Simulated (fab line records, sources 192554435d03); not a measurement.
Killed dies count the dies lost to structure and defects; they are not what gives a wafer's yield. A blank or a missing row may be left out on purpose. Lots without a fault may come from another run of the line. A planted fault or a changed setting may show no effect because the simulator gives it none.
3 desks looking at one fault || flow n5_finfet || only its own numbers are on each desk; what lay behind them is given at the end

## THE DEFECT DESK
Counts from the inspections along the route, per lot, as means over the sampled wafers that have a number. Any lot whose mean is over 4 standard deviations away from the usual mean is out of limits and marked OUT; that distance is given in the brackets.
Columns: A = raw_defect_count at N5_BEOL_M2_INSPECT_30, usual 380
{"lot": "L934", "first seen here": "day 6 22:36", "A": 396}
{"lot": "L935", "first seen here": "day 7 10:07", "A": 416}
{"lot": "L939", "first seen here": "day 8 07:12", "A": 460}
{"lot": "L940", "first seen here": "day 8 14:50", "A": 321}
{"lot": "L941", "first seen here": "day 8 20:22", "A": 399}
{"lot": "L951", "first seen here": "day 11 07:44", "A": 289}
This desk found nothing out of limits on any of the 6 lots.

## TOOL OWNER'S DESK, rie_diel-04
The tool's own readings at N5_BEOL_M2_TRENCH_ETCH_37 (etches SiOC in C4F6/O2, target depth 55.555 nm, time 29.2 s): means of the sampled wafers that have a number, for each lot that ran on this tool. Any lot whose mean is over 4 standard deviations away from the usual mean is out of limits and marked OUT; that distance is given in the brackets.
Columns: A = drypump_motor_current_A at N5_BEOL_M2_TRENCH_ETCH_37, usual 5.8 A; B = oes_o_777_au at N5_BEOL_M2_TRENCH_ETCH_37, usual 0.78 a.u.; C = oes_product_au at N5_BEOL_M2_TRENCH_ETCH_37, usual 0.78 a.u.; D = rf_vpp_V at N5_BEOL_M2_TRENCH_ETCH_37, usual 653 V; E = showerhead_plenum_p_Torr at N5_BEOL_M2_TRENCH_ETCH_37, usual 2.83 Torr; F = throttle_valve_pct at N5_BEOL_M2_TRENCH_ETCH_37, usual 20.75 %
{"lot": "L935", "first seen here": "day 7 10:48", "A": 5.5, "B": 0.83, "C": 0.81, "D": 665, "E": 2.98, "F": 20.73}
{"lot": "L940", "first seen here": "day 8 18:28", "A": 5.8, "B": 0.81, "C": 0.85, "D": 666, "E": 2.80, "F": 20.69}
{"lot": "L941", "first seen here": "day 8 23:43", "A": 5.7, "B": 0.86, "C": 0.88, "D": 671, "E": 2.93, "F": 20.68}
This desk found nothing out of limits on any of the 3 lots.

## AT THE METROLOGY DESK
What the gauges read for every lot (on any tool): the sampled wafers with a number, averaged. Any lot whose mean is over 4 standard deviations away from the usual mean is out of limits and marked OUT; that distance is given in the brackets. 7 of its 10 readings are shown, namely those furthest out on some lot.
Columns: A = DIBL_N at N5_BEOL_M4_RC_MEAS_101, usual 36.4 mV/V; B = IOFF_P at N5_BEOL_M4_RC_MEAS_101, usual 0.20 nA/um; C = ION_N at N5_BEOL_M4_RC_MEAS_101, usual 670 uA/um; D = SS_N at N5_BEOL_M4_RC_MEAS_101, usual 71.6 mV/dec; E = SS_P at N5_BEOL_M4_RC_MEAS_101, usual 73.3 mV/dec; F = VT_N at N5_BEOL_M4_RC_MEAS_101, usual 250 mV; G = VT_P at N5_BEOL_M4_RC_MEAS_101, usual -251 mV
{"lot": "L934", "first seen here": "day 8 06:49", "A": 36.7, "B": 0.22, "C": 661, "D": 71.6, "E": 74.1, "F": 250, "G": -249}
{"lot": "L935", "first seen here": "day 8 11:36", "A": 36.0, "B": 0.20, "C": 676, "D": 72.1, "E": 73.0, "F": 251, "G": -253}
{"lot": "L939", "first seen here": "day 9 08:40", "A": 35.5, "B": 0.20, "C": 668, "D": 71.4, "E": 72.9, "F": 252, "G": -251}
{"lot": "L940", "first seen here": "day 9 15:20", "A": 36.9, "B": 0.23, "C": 665, "D": 71.4, "E": 73.4, "F": 250, "G": -249}
{"lot": "L941", "first seen here": "day 10 03:48", "A": 35.4, "B": 0.20, "C": 665, "D": 71.0, "E": 73.4, "F": 250, "G": -250}
{"lot": "L951", "first seen here": "day 12 15:36", "A": 36.1, "B": 0.19, "C": 672, "D": 71.8, "E": 73.1, "F": 251, "G": -253}
This desk found nothing out of limits on any of the 6 lots.

## TAKEN TOGETHER
The defect desk saw nothing out of limits.
Nothing out of limits was seen by the tool owner's desk.
From the metrology desk's view, nothing was out of limits.

## WHAT THE SIMULATOR PUT IN
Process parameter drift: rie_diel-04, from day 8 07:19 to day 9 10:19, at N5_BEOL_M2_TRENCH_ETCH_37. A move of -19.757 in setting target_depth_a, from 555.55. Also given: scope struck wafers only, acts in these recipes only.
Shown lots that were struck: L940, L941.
